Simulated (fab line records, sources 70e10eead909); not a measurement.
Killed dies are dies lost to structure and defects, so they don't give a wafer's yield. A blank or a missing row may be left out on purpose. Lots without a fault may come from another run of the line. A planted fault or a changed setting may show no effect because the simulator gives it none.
Chamber matching | flow nand_harc | NHARC_A_CONTACT_CMP_20 on cmp-02: 4 sister chambers
The step polishes, t overpolish 30 s, target thk 300 nm. 20 wafers are shown with their chamber, then 10 later ones without.

WAFERS WITH THEIR CHAMBER
wafer  | chamber | motor_current_A (A) | time_to_endpoint_s (s) | overpolish_run_s (s)
L076.2 | 1       | 11.6                | 59                     | 29.997
L076.4 | 2       | 11.5                | 62                     | 29.997
L076.5 | 2       | 11.4                | 62                     | 29.996
L081.1 | 3       | 13.2                | 60                     | 30.005
L081.4 | 1       | 11.5                | 59                     | 30.007
L081.5 | 1       | 11.4                | 59                     | 29.989
L079.2 | 3       | 13.9                | 59                     | 29.999
L079.4 | 1       | 11.4                | 58                     | 30.005
L079.5 | 0       | 12.8                | 59                     | 30.008
L084.2 | 0       | 13.7                | 59                     | 30.008
L084.4 | 3       | 13.3                | 61                     | 30.001
L084.6 | 1       | 11.3                | 58                     | 30.012
L086.2 | 2       | 11.6                | 65                     | 30.007
L086.3 | 1       | 11.6                | 60                     | 30.008
L086.5 | 0       | 12.7                | 58                     | 30.002
L088.1 | 3       | 13.2                | 63                     | 29.982
L088.2 | 0       | 13.7                | 65                     | 29.996
L088.4 | 2       | 12.4                | 65                     | 29.993
L094.2 | 1       | 11.1                | 57                     | 30.004
L094.4 | 3       | 13.7                | 55                     | 29.997

SIGNATURES (means of the wafers above)
reading            | chamber 0 | chamber 1 | chamber 2 | chamber 3 | scatter within a chamber
motor_current_A    | 13.225    | 11.414    | 11.725    | 13.460    | 0.365
time_to_endpoint_s | 60.25     | 58.57     | 63.50     | 59.60     | 2.25
overpolish_run_s   | 30.00350  | 30.00314  | 29.99825  | 29.99680  | 0.00741
Rule: a wafer's distance from a chamber is the root of the sum, over the readings, of the square of ((its reading less the chamber's mean) divided by the reading's scatter). The wafer belongs to the nearest chamber; if the next one is less than 2 further off, it can't be placed. The scatter: the root of (the sum of the squares of (reading less its chamber's mean) over the shown wafers, divided by (wafers less chambers)).

WAFERS WITHOUT THEIR CHAMBER
wafer  | motor_current_A (A) | time_to_endpoint_s (s) | overpolish_run_s (s)
L094.5 | 11.6                | 55                     | 30.000
L096.2 | 13.1                | 59                     | 29.993
L096.3 | 11.2                | 65                     | 30.001
L096.5 | 11.2                | 62                     | 29.999
L095.3 | 13.0                | 58                     | 29.999
L095.5 | 13.4                | 61                     | 30.001
L095.6 | 11.2                | 60                     | 30.004
L097.2 | 12.6                | 55                     | 30.007
L097.3 | 11.2                | 56                     | 29.979
L097.4 | 12.5                | 55                     | 29.996

WHICH CHAMBER EACH WENT THROUGH
wafer  | from the rows above               | in truth
L094.5 | 1                                 | 1
L096.2 | can't be placed: 3 or 0           | 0
L096.3 | can't be placed: 2 or 1           | 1
L096.5 | can't be placed: 2 or 1           | 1
L095.3 | can't be placed: 0 or 3           | 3
L095.5 | can't be placed: 0 or 3           | 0
L095.6 | can't be placed: 1 or 2           | 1
L097.2 | can't be placed: 0 or 3 or 1 or 2 | 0
L097.3 | can't be placed: 1 or 2           | 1
L097.4 | can't be placed: 0 or 3 or 1 or 2 | 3
Placed correctly: 1 of 10. Can't be placed from these rows: 9 (the true chamber is among the candidates in 9). Placed wrongly: 0.
